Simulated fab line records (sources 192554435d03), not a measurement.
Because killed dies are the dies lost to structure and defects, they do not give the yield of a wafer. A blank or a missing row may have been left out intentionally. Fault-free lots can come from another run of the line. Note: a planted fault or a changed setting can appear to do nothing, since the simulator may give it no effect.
Chamber matching + flow n5 finfet + 3 sister chambers for N5_BEOL_M5_CO_CAP_78 on cvd co-02
The step material Co, precursor CCTBA/H2, target thk 2 nm, time 102.1 s. 27 wafers are shown with their chamber, then 12 later ones without.

WAFERS PAIRED WITH THEIR CHAMBERS
| wafer  | chamber | heater power w (W) |
|--------|---------|--------------------|
| L074.4 | 1       | 214                |
| L074.5 | 2       | 209                |
| L074.6 | 0       | 268                |
| L075.1 | 1       | 223                |
| L075.3 | 2       | 208                |
| L075.6 | 0       | 270                |
| L077.1 | 2       | 209                |
| L077.2 | 0       | 269                |
| L077.5 | 2       | 214                |
| L080.1 | 0       | 264                |
| L080.4 | 0       | 279                |
| L080.6 | 2       | 212                |
| L081.3 | 0       | 271                |
| L081.4 | 2       | 210                |
| L081.5 | 0       | 273                |
| L082.2 | 1       | 212                |
| L082.3 | 0       | 280                |
| L082.6 | 0       | 280                |
| L085.2 | 2       | 212                |
| L085.4 | 0       | 267                |
| L085.5 | 1       | 216                |
| L086.1 | 1       | 214                |
| L086.2 | 2       | 212                |
| L086.6 | 2       | 212                |
| L087.1 | 0       | 276                |
| L087.2 | 1       | 215                |
| L087.3 | 2       | 211                |

SIGNATURES (averages over the wafers above)
| reading        | chamber 0 | chamber 1 | chamber 2 | scatter within a chamber |
|----------------|-----------|-----------|-----------|--------------------------|
| heater power w | 272.45    | 215.67    | 210.90    | 4.16                     |
Rule: a wafer's distance from a chamber is the root of the sum, over the readings, of the square of ((its reading less the chamber's mean) divided by the reading's scatter). The wafer belongs to the nearest chamber; if the next one is less than 2 further off, it can't be placed. The scatter: the root of (the sum of the squares of (reading less its chamber's mean) over the shown wafers, divided by (wafers less chambers)).

WAFERS WITH NO CHAMBER GIVEN
| wafer  | heater power w (W) |
|--------|--------------------|
| L091.1 | 219                |
| L091.2 | 218                |
| L091.6 | 214                |
| L095.1 | 214                |
| L095.4 | 208                |
| L095.5 | 219                |
| L097.2 | 214                |
| L097.3 | 214                |
| L097.6 | 218                |
| L094.1 | 216                |
| L094.4 | 274                |
| L094.6 | 210                |

WHICH CHAMBER EACH WENT THROUGH
| wafer  | from the rows above     | in truth |
|--------|-------------------------|----------|
| L091.1 | can't be placed: 1 or 2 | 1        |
| L091.2 | can't be placed: 1 or 2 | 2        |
| L091.6 | can't be placed: 1 or 2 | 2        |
| L095.1 | can't be placed: 1 or 2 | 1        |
| L095.4 | can't be placed: 2 or 1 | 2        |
| L095.5 | can't be placed: 1 or 2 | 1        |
| L097.2 | can't be placed: 1 or 2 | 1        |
| L097.3 | can't be placed: 1 or 2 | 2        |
| L097.6 | can't be placed: 1 or 2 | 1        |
| L094.1 | can't be placed: 1 or 2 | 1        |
| L094.4 | 0                       | 0        |
| L094.6 | can't be placed: 2 or 1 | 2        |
1 of 12 placed correctly. Not placeable from these rows: 11 (in 11, the candidates include the true chamber). Number placed wrongly: 0.
